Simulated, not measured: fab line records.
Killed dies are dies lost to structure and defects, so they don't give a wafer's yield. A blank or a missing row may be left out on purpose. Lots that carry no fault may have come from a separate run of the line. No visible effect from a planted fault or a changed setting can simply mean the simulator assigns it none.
Split-lot study + flow n5 finfet + on a route of 1938 steps: 7 lots, 21 wafers read

== THE SPLIT ==
At N5_BEOL_M0_CUTY_DESCUM_61 (chemistry O2, time 7.9 s), the setting time s was moved away from the recipe's 7.9 s on 6 of the 21 wafers read, by -22.2% to +22.2%. All remaining wafers had this setting at the recipe value.

No step appears in the file between the split and the reading.

== THE READING ==
CAR-ArF-block_of_BEOL_M0_CUTY_COAT_51.thk nm (the simulator's own value, which no gauge read), in nm, at N5_BEOL_M0_CUTY_ETCH_62 (etches SiARC in CF4, time 58.5 s). There is no usual value for it anywhere in the file. Average 118.2 nm, standard deviation 0.4 nm, over the 15 wafers here run with the recipe.

| wafer  | tool, chamber at the split | time s as run, s | against the recipe | CAR-ArF-block_of_BEOL_M0_CUTY_COAT_51.thk nm, nm | against lot-mates on the recipe |
|--------|----------------------------|------------------|--------------------|--------------------------------------------------|---------------------------------|
| L074.1 | rie diel-02, 2             | 7.9              | recipe             | 117.4                                            | -                               |
| L074.3 | rie diel-02, 1,3           | 7.9              | recipe             | 118                                              | -                               |
| L074.4 | rie diel-02, 1,3           | 7.9              | recipe             | 117.8                                            | -                               |
| L081.4 | rie diel-01, 1             | 7.9              | recipe             | 118.8                                            | -                               |
| L081.5 | rie diel-01, 2             | 7.9              | recipe             | 118.8                                            | -                               |
| L081.6 | rie diel-01, 3             | 9.652            | +22.2%             | 117.6                                            | -1.2                            |
| L084.1 | rie diel-04, 2             | 8.631            | +9.3%              | 117.6                                            | -1.0                            |
| L084.2 | rie diel-04, 3             | 7.9              | recipe             | 118.6                                            | -                               |
| L084.6 | rie diel-04, 3             | 7.9              | recipe             | 118.6                                            | -                               |
| L086.3 | rie diel-01, 1             | 7.9              | recipe             | 118.6                                            | -                               |
| L086.4 | rie diel-01, 2             | 9.272            | +17.4%             | 118                                              | -0.6                            |
| L086.5 | rie diel-01, 0             | 9.272            | +17.4%             | 117.8                                            | -0.8                            |
| L089.2 | rie diel-02, 0             | 6.144            | -22.2%             | 119.4                                            | +1.4                            |
| L089.3 | rie diel-02, 2             | 7.9              | recipe             | 118                                              | -                               |
| L089.6 | rie diel-02, 2             | 7.9              | recipe             | 118                                              | -                               |
| L090.2 | rie diel-02, 1,2           | 7.9              | recipe             | 118                                              | -                               |
| L090.3 | rie diel-02, 3             | 7.9              | recipe             | 118                                              | -                               |
| L090.5 | rie diel-02, 1,2           | 7.9              | recipe             | 118                                              | -                               |
| L091.3 | rie diel-04, 0             | 7.9              | recipe             | 118.6                                            | -                               |
| L091.4 | rie diel-04, 1             | 7.9              | recipe             | 118.4                                            | -                               |
| L091.6 | rie diel-04, 3             | 6.784            | -14.1%             | 118.6                                            | +0.1                            |
When a row names more than one chamber, that row covers several wafers, and the file does not tell which wafer ran in which chamber.

THE FIT
A straight line over all 21 wafers: CAR-ArF-block_of_BEOL_M0_CUTY_COAT_51.thk nm changes by -0.0339 nm for each +1% of time s; r = -0.65; the points scatter about the line by 0.39 nm.
The same after taking each lot's own level away (the mean of its wafers on the recipe; 21 wafers): -0.049 nm for each +1%; r = -0.90; scatter 0.23 nm.
That fit puts the effect of the largest move of time s on the reading at 1.1 nm.
The lots' own levels span 117.73 to 118.80 nm, that is 2.7 times the standard deviation above.
So the lot-to-lot level blurs the effect unless lot-mates are compared.
Check: +0.872 nm against its lot-mates is what the line predicts for one of the wafers moved furthest among these (-22.2%) when that wafer is left out of the fit. Against them it came out at +1.4 nm.

== THE WHOLE CHAIN: every reading that the file lists as answering this split, in the file's order ==
| step                      | what it does                     | reading                                                                                       | change (the file's fit)                | r (the file's) |
|---------------------------|----------------------------------|-----------------------------------------------------------------------------------------------|----------------------------------------|----------------|
| N5_BEOL_M0_CUTY_DESCUM_61 | chemistry O2, time 7.9 s         | CAR-ArF-block_of_BEOL_M0_CUTY_COAT_51.thk nm (the simulator's own value, which no gauge read) | -0.0527 nm for each +1% of the setting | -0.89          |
| N5_BEOL_M0_CUTY_ETCH_62   | etches SiARC in CF4, time 58.5 s | CAR-ArF-block_of_BEOL_M0_CUTY_COAT_51.thk nm (the simulator's own value, which no gauge read) | -0.0512 nm for each +1% of the setting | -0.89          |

== THE FILE'S OWN FIT ==
CAR-ArF-block_of_BEOL_M0_CUTY_COAT_51.thk nm changes by -0.0512 nm for each +1% of time s, r = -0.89.
